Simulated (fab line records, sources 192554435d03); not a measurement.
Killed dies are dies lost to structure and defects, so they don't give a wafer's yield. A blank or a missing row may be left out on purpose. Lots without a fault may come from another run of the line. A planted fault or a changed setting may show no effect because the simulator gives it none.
Split-lot experiment | flow n5_finfet | 7 lots, 39 wafers read, on a route of 1938 steps

THE SPLIT
At N5_SD_EPI_N_EPI_21 (deposits Si:P, time 690 s), the setting epi_growth_time_s was moved away from the recipe's 690 s on 15 of the 39 wafers read, by -44.2% to +59.6%. The other wafers ran this setting at the recipe's value.

FROM THE SPLIT TO THE READING: what the file shows between them, 1 step
- N5_SD_EPI_N_EPI_MEAS_23

THE READING
Si-P_of_SD_EPI_N_EPI_21.thk_nm (the simulator's own value, which no gauge read), in nm, at N5_SD_EPI_N_PRECLEAN_24 (cleans in O3/DIW, time 60 s). The file gives no usual value for it. The 24 wafers here that ran the recipe average 58.6 nm, standard deviation 0.8 nm.

wafer  | tool, chamber at the split | epi_growth_time_s as run, s | against the recipe | Si-P_of_SD_EPI_N_EPI_21.thk_nm, nm | against lot-mates on the recipe
L075.1 | epi_rpcvd-02, 0            | 1101                        | +59.6%             | 81.8                               | +23.8
L075.2 | epi_rpcvd-02, 0            | 690                         | recipe             | 58.4                               | -
L075.3 | epi_rpcvd-02, 0            | 690                         | recipe             | 57.6                               | -
L075.4 | epi_rpcvd-02, 0            | 1101                        | +59.6%             | 81.4                               | +23.4
L075.5 | epi_rpcvd-02, 0            | 690                         | recipe             | 58                                 | -
L075.6 | epi_rpcvd-02, 0            | 1101                        | +59.6%             | 81                                 | +23.0
L078.1 | epi_rpcvd-03, 0            | 690                         | recipe             | 59.8                               | -
L078.3 | epi_rpcvd-03, 0            | 690                         | recipe             | 61                                 | -
L078.4 | epi_rpcvd-03, 0            | 690                         | recipe             | 60                                 | -
L081.1 | epi_rpcvd-04, 0            | 690                         | recipe             | 57.8                               | -
L081.6 | epi_rpcvd-04, 0            | 690                         | recipe             | 57.8                               | -
L081.2 | epi_rpcvd-04, 0            | 385.3                       | -44.2%             | 35                                 | -22.7
L081.3 | epi_rpcvd-04, 0            | 385.3                       | -44.2%             | 34.2                               | -23.5
L081.4 | epi_rpcvd-04, 0            | 385.3                       | -44.2%             | 35.2                               | -22.5
L081.5 | epi_rpcvd-04, 0            | 690                         | recipe             | 57.6                               | -
L082.1 | epi_rpcvd-04, 0            | 690                         | recipe             | 58.6                               | -
L082.3 | epi_rpcvd-04, 0            | 690                         | recipe             | 58.6                               | -
L082.6 | epi_rpcvd-04, 0            | 690                         | recipe             | 58.6                               | -
L082.2 | epi_rpcvd-04, 0            | 690                         | recipe             | 59                                 | -
L082.5 | epi_rpcvd-04, 0            | 690                         | recipe             | 59                                 | -
L082.4 | epi_rpcvd-04, 0            | 690                         | recipe             | 58.4                               | -
L087.1 | epi_rpcvd-04, 0            | 435.7                       | -36.9%             | 39.8                               | -18.7
L087.3 | epi_rpcvd-04, 0            | 435.7                       | -36.9%             | 39.8                               | -18.7
L087.2 | epi_rpcvd-04, 0            | 690                         | recipe             | 58.4                               | -
L087.4 | epi_rpcvd-04, 0            | 690                         | recipe             | 58.4                               | -
L087.5 | epi_rpcvd-04, 0            | 690                         | recipe             | 58.6                               | -
L087.6 | epi_rpcvd-04, 0            | 435.7                       | -36.9%             | 39.6                               | -18.9
L096.1 | epi_rpcvd-02, 0            | 690                         | recipe             | 58                                 | -
L096.3 | epi_rpcvd-02, 0            | 690                         | recipe             | 58                                 | -
L096.2 | epi_rpcvd-02, 0            | 1063                        | +54.1%             | 79.2                               | +21.1
L096.4 | epi_rpcvd-02, 0            | 1063                        | +54.1%             | 80.4                               | +22.3
L096.5 | epi_rpcvd-02, 0            | 690                         | recipe             | 58.2                               | -
L096.6 | epi_rpcvd-02, 0            | 1063                        | +54.1%             | 79                                 | +20.9
L097.1 | epi_rpcvd-02, 0            | 690                         | recipe             | 59                                 | -
L097.2 | epi_rpcvd-02, 0            | 690                         | recipe             | 59.2                               | -
L097.3 | epi_rpcvd-02, 0            | 914.2                       | +32.5%             | 72                                 | +12.8
L097.4 | epi_rpcvd-02, 0            | 914.2                       | +32.5%             | 72.2                               | +13.0
L097.5 | epi_rpcvd-02, 0            | 690                         | recipe             | 59.4                               | -
L097.6 | epi_rpcvd-02, 0            | 914.2                       | +32.5%             | 72.4                               | +13.2

THE FIT
A straight line over all 39 wafers: Si-P_of_SD_EPI_N_EPI_21.thk_nm changes by +0.438 nm for each +1% of epi_growth_time_s; r = +0.99; the points scatter about the line by 1.8 nm.
The same after taking each lot's own level away (the mean of its wafers on the recipe; 39 wafers): +0.438 nm for each +1%; r = +0.99; scatter 1.4 nm.
On that fit, the largest move of epi_growth_time_s shifts the reading by 26 nm.
The lots' own levels span 57.73 to 60.27 nm, that is 3.2 times the standard deviation above.
So the lot-to-lot level changes the slope little: the two slopes agree.
Check: with one of the wafers moved furthest among these (+59.6%) left out of the fit, the line predicts +25.3 nm for it against its lot-mates. It came out at +23.8 nm against them.

THE WHOLE CHAIN: every reading that the file lists as answering this split, in the file's order
step                        | what it does                 | reading                                                                         | change (the file's fit)                                                              | r (the file's)
N5_SD_EPI_N_EPI_21          | deposits Si:P, time 690 s    | Si-P_of_SD_EPI_N_EPI_21.thk_nm (the simulator's own value, which no gauge read) | +0.436 nm for each +1% of the setting                                                | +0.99
N5_SD_EPI_N_EPI_MEAS_23     |                              | thk_nm                                                                          | withheld for each +1% of the setting                                                 | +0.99
N5_SD_EPI_N_PRECLEAN_24     | cleans in O3/DIW, time 60 s  | Si-P_of_SD_EPI_N_EPI_21.thk_nm (the simulator's own value, which no gauge read) | +0.432 nm for each +1% of the setting                                                | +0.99
N5_SD_ACTIVATION_RS_MEAS_03 | measures by four-point-probe | RS_SD_N                                                                         | not straight: 36.84 at the lowest setting, 21.93 at the recipe, 15.82 at the highest | not given

THE FILE'S OWN FIT
Si-P_of_SD_EPI_N_EPI_21.thk_nm changes by +0.432 nm for each +1% of epi_growth_time_s, r = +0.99.
